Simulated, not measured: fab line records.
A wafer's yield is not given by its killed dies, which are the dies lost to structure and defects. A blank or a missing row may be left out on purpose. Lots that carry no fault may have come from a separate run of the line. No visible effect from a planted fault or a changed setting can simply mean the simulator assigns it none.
Chamber matching | flow n5Finfet | N5_BEOL_M13_ETCH_38 on rieDiel-06 has 4 sister chambers
The step etches SiCN in CF4/N2, target depth 67.5 nm, time 71.9 s. 18 wafers are shown with their chamber, then 9 later ones without.

WAFERS PAIRED WITH THEIR CHAMBERS
wafer  | chamber | showerheadPlenumPTorr (Torr) | oesProductAu (a.u.) | throttleValvePct (%)
L078.1 | 3       | 2.35                         | 0.87                | 15.7
L078.4 | 0       | 2.16                         | 0.86                | 15.1
L078.6 | 1       | 2.11                         | 0.73                | 16.0
L081.1 | 2       | 2.28                         | 0.68                | 15.2
L081.2 | 1       | 2.11                         | 0.72                | 16.0
L081.6 | 1       | 2.11                         | 0.73                | 16.0
L083.1 | 0       | 2.16                         | 0.86                | 15.1
L083.2 | 1       | 2.11                         | 0.72                | 16.0
L083.5 | 2       | 2.28                         | 0.68                | 15.3
L084.1 | 0       | 2.16                         | 0.85                | 15.1
L084.3 | 2       | 2.27                         | 0.68                | 15.3
L084.5 | 3       | 2.35                         | 0.87                | 15.7
L086.3 | 2       | 2.27                         | 0.68                | 15.3
L086.5 | 1       | 2.11                         | 0.71                | 16.0
L086.6 | 2       | 2.27                         | 0.67                | 15.2
L089.1 | 2       | 2.27                         | 0.68                | 15.3
L089.2 | 0       | 2.16                         | 0.85                | 15.2
L089.5 | 0       | 2.16                         | 0.84                | 15.1

SIGNATURES (averages over the wafers above)
reading               | chamber 0 | chamber 1 | chamber 2 | chamber 3 | scatter within a chamber
showerheadPlenumPTorr | 2.1600    | 2.1100    | 2.2733    | 2.3500    | 0.00309
oesProductAu          | 0.8520    | 0.7220    | 0.6783    | 0.8700    | 0.00678
throttleValvePct      | 15.120    | 16.000    | 15.267    | 15.700    | 0.039
Rule: a wafer's distance from a chamber is the root of the sum, over the readings, of the square of ((its reading less the chamber's mean) divided by the reading's scatter). The wafer belongs to the nearest chamber; if the next one is less than 2 further off, it can't be placed. The scatter: take each reading less its chamber's mean, square it, sum over the shown wafers, divide by the number of wafers less the number of chambers, and take the root.

WAFERS WITH NO CHAMBER GIVEN
wafer  | showerheadPlenumPTorr (Torr) | oesProductAu (a.u.) | throttleValvePct (%)
L088.1 | 2.27                         | 0.67                | 15.3
L088.5 | 2.27                         | 0.67                | 15.3
L088.6 | 2.11                         | 0.71                | 16.0
L092.3 | 2.27                         | 0.67                | 15.3
L092.5 | 2.16                         | 0.84                | 15.2
L092.6 | 2.34                         | 0.86                | 15.7
L094.1 | 2.11                         | 0.70                | 16.0
L094.3 | 2.15                         | 0.83                | 15.2
L094.4 | 2.34                         | 0.84                | 15.7

WHICH CHAMBER EACH WENT THROUGH
wafer  | from the rows above | in truth
L088.1 | 2                   | 2
L088.5 | 2                   | 2
L088.6 | 1                   | 1
L092.3 | 2                   | 2
L092.5 | 0                   | 0
L092.6 | 3                   | 3
L094.1 | 1                   | 1
L094.3 | 0                   | 0
L094.4 | 3                   | 3
Placed correctly: 9 of 9. From these rows, 0 cannot be placed. Number placed wrongly: 0.
